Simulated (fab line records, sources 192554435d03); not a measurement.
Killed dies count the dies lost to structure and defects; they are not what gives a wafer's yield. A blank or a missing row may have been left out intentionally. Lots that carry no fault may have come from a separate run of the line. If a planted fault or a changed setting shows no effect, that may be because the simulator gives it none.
Matching of chambers | flow n5 finfet | pecvd-03 running N5_BEOL_M2_ILD_DEP_00: 3 sister chambers
The step deposits SiOC from DEMS/O2, target thk 79 nm, time 15.3 s. 14 wafers are shown with their chamber, then 7 later ones without.

## WAFERS WITH THEIR CHAMBER
wafer  | chamber | showerhead vpp V (V) | throttle valve pct (%) | heater power w (W)
L612.1 | 1       | 1415                 | 13.5                   | 423
L612.2 | 0       | 1520                 | 12.3                   | 594
L612.6 | 2       | 1303                 | 10.5                   | 442
L616.2 | 0       | 1510                 | 12.2                   | 582
L616.3 | 2       | 1313                 | 10.6                   | 431
L616.4 | 0       | 1510                 | 12.3                   | 588
L620.3 | 1       | 1405                 | 13.3                   | 443
L620.5 | 2       | 1314                 | 10.2                   | 487
L620.6 | 1       | 1400                 | 13.4                   | 459
L621.3 | 0       | 1498                 | 12.4                   | 571
L621.4 | 0       | 1506                 | 12.6                   | 603
L621.5 | 1       | 1427                 | 13.2                   | 370
L626.1 | 0       | 1508                 | 12.5                   | 581
L626.3 | 1       | 1422                 | 12.9                   | 459

SIGNATURES (averages over the wafers above)
reading            | chamber 0 | chamber 1 | chamber 2 | scatter within a chamber
showerhead vpp V   | 1508.67   | 1413.80   | 1310.00   | 8.73
throttle valve pct | 12.383    | 13.260    | 10.433    | 0.192
heater power w     | 586.50    | 430.80    | 453.33    | 26.8
Rule: a wafer's distance from a chamber is the root of the sum, over the readings, of the square of ((its reading less the chamber's mean) divided by the reading's scatter). If the next closest chamber is less than 2 further off than the closest, the wafer can't be placed; otherwise it belongs to the closest. The scatter: the root of (the sum of the squares of (reading less its chamber's mean) over the shown wafers, divided by (wafers less chambers)).

## WAFERS WHOSE CHAMBER IS MISSING
wafer  | showerhead vpp V (V) | throttle valve pct (%) | heater power w (W)
L626.4 | 1328                 | 10.5                   | 473
L628.2 | 1384                 | 13.6                   | 427
L628.5 | 1296                 | 10.4                   | 489
L628.6 | 1469                 | 12.7                   | 613
L627.3 | 1302                 | 10.4                   | 478
L627.4 | 1393                 | 13.4                   | 382
L627.6 | 1328                 | 10.5                   | 472

## EACH ONE'S CHAMBER
wafer  | from the rows above | in truth
L626.4 | 2                   | 2
L628.2 | 1                   | 1
L628.5 | 2                   | 2
L628.6 | 0                   | 0
L627.3 | 2                   | 2
L627.4 | 1                   | 1
L627.6 | 2                   | 2
7 of 7 placed correctly. Number that these rows cannot place: 0. Placed wrongly: 0.
